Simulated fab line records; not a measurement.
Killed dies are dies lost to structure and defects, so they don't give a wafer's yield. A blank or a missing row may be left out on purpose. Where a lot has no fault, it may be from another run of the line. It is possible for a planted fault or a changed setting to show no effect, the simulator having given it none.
Chamber matching :: flow nandHarc :: NHARC_P_M1_STRIP_18 on rieDiel-08: 4 sister chambers
The step strips in N2/H2. 16 wafers are shown with their chamber, then 8 later ones without.

== WAFERS, EACH WITH ITS CHAMBER ==
wafer: L076.1
chamber: 0
showerheadPlenumPTorr (Torr): 2.20
drypumpMotorCurrentA (A): 6.1
rfVppV (V): 91.3

wafer: L076.3
chamber: 3
showerheadPlenumPTorr (Torr): 2.04
drypumpMotorCurrentA (A): 5.1
rfVppV (V): 89.6

wafer: L076.6
chamber: 2
showerheadPlenumPTorr (Torr): 1.92
drypumpMotorCurrentA (A): 5.4
rfVppV (V): 88.6

wafer: L079.1
chamber: 2
showerheadPlenumPTorr (Torr): 1.92
drypumpMotorCurrentA (A): 5.4
rfVppV (V): 89.5

wafer: L079.3
chamber: 1
showerheadPlenumPTorr (Torr): 2.01
drypumpMotorCurrentA (A): 6.8
rfVppV (V): 89.5

wafer: L079.6
chamber: 0
showerheadPlenumPTorr (Torr): 2.20
drypumpMotorCurrentA (A): 6.2
rfVppV (V): 93.4

wafer: L082.1
chamber: 2
showerheadPlenumPTorr (Torr): 1.92
drypumpMotorCurrentA (A): 5.4
rfVppV (V): 90.6

wafer: L082.3
chamber: 1
showerheadPlenumPTorr (Torr): 2.01
drypumpMotorCurrentA (A): 6.9
rfVppV (V): 90.4

wafer: L082.4
chamber: 0
showerheadPlenumPTorr (Torr): 2.20
drypumpMotorCurrentA (A): 6.2
rfVppV (V): 91.7

wafer: L083.2
chamber: 1
showerheadPlenumPTorr (Torr): 2.01
drypumpMotorCurrentA (A): 6.8
rfVppV (V): 91.3

wafer: L083.3
chamber: 0
showerheadPlenumPTorr (Torr): 2.20
drypumpMotorCurrentA (A): 6.2
rfVppV (V): 92.4

wafer: L083.4
chamber: 2
showerheadPlenumPTorr (Torr): 1.92
drypumpMotorCurrentA (A): 5.4
rfVppV (V): 89.8

wafer: L087.2
chamber: 2
showerheadPlenumPTorr (Torr): 1.92
drypumpMotorCurrentA (A): 5.4
rfVppV (V): 90.3

wafer: L087.3
chamber: 0
showerheadPlenumPTorr (Torr): 2.20
drypumpMotorCurrentA (A): 6.1
rfVppV (V): 91.5

wafer: L087.4
chamber: 1
showerheadPlenumPTorr (Torr): 2.00
drypumpMotorCurrentA (A): 6.8
rfVppV (V): 89.2

wafer: L089.2
chamber: 0
showerheadPlenumPTorr (Torr): 2.20
drypumpMotorCurrentA (A): 6.2
rfVppV (V): 92.6

SIGNATURES (averages over the wafers above)
reading: showerheadPlenumPTorr
chamber 0: 2.2000
chamber 1: 2.0075
chamber 2: 1.9200
chamber 3: 2.0400
scatter within a chamber: 0.0025

reading: drypumpMotorCurrentA
chamber 0: 6.167
chamber 1: 6.825
chamber 2: 5.400
chamber 3: 5.100
scatter within a chamber: 0.0417

reading: rfVppV
chamber 0: 92.150
chamber 1: 90.100
chamber 2: 89.760
chamber 3: 89.600
scatter within a chamber: 0.831
Rule: for a wafer and a chamber, the distance is found by dividing, reading by reading, the gap between the wafer's reading and the chamber's mean by the reading's scatter, squaring, summing and taking the root. The wafer belongs to the nearest chamber; if the next one is less than 2 further off, it can't be placed. The scatter: the root of (the sum of the squares of (reading less its chamber's mean) over the shown wafers, divided by (wafers less chambers)).

== WAFERS WITHOUT THEIR CHAMBER ==
wafer: L089.4
showerheadPlenumPTorr (Torr): 2.04
drypumpMotorCurrentA (A): 5.1
rfVppV (V): 90.4

wafer: L089.6
showerheadPlenumPTorr (Torr): 2.01
drypumpMotorCurrentA (A): 6.8
rfVppV (V): 91.0

wafer: L096.1
showerheadPlenumPTorr (Torr): 2.20
drypumpMotorCurrentA (A): 6.2
rfVppV (V): 91.0

wafer: L096.5
showerheadPlenumPTorr (Torr): 2.04
drypumpMotorCurrentA (A): 5.1
rfVppV (V): 89.9

wafer: L096.6
showerheadPlenumPTorr (Torr): 2.20
drypumpMotorCurrentA (A): 6.2
rfVppV (V): 92.8

wafer: L097.2
showerheadPlenumPTorr (Torr): 2.20
drypumpMotorCurrentA (A): 6.2
rfVppV (V): 91.8

wafer: L097.4
showerheadPlenumPTorr (Torr): 1.92
drypumpMotorCurrentA (A): 5.4
rfVppV (V): 90.2

wafer: L097.5
showerheadPlenumPTorr (Torr): 2.04
drypumpMotorCurrentA (A): 5.2
rfVppV (V): 90.9

== WHICH CHAMBER EACH ONE RAN IN ==
wafer: L089.4
from the rows above: 3
in truth: 3

wafer: L089.6
from the rows above: 1
in truth: 1

wafer: L096.1
from the rows above: 0
in truth: 0

wafer: L096.5
from the rows above: 3
in truth: 3

wafer: L096.6
from the rows above: 0
in truth: 0

wafer: L097.2
from the rows above: 0
in truth: 0

wafer: L097.4
from the rows above: 2
in truth: 2

wafer: L097.5
from the rows above: 3
in truth: 3
Placed correctly: 8 of 8. From these rows, 0 cannot be placed. Number placed wrongly: 0.
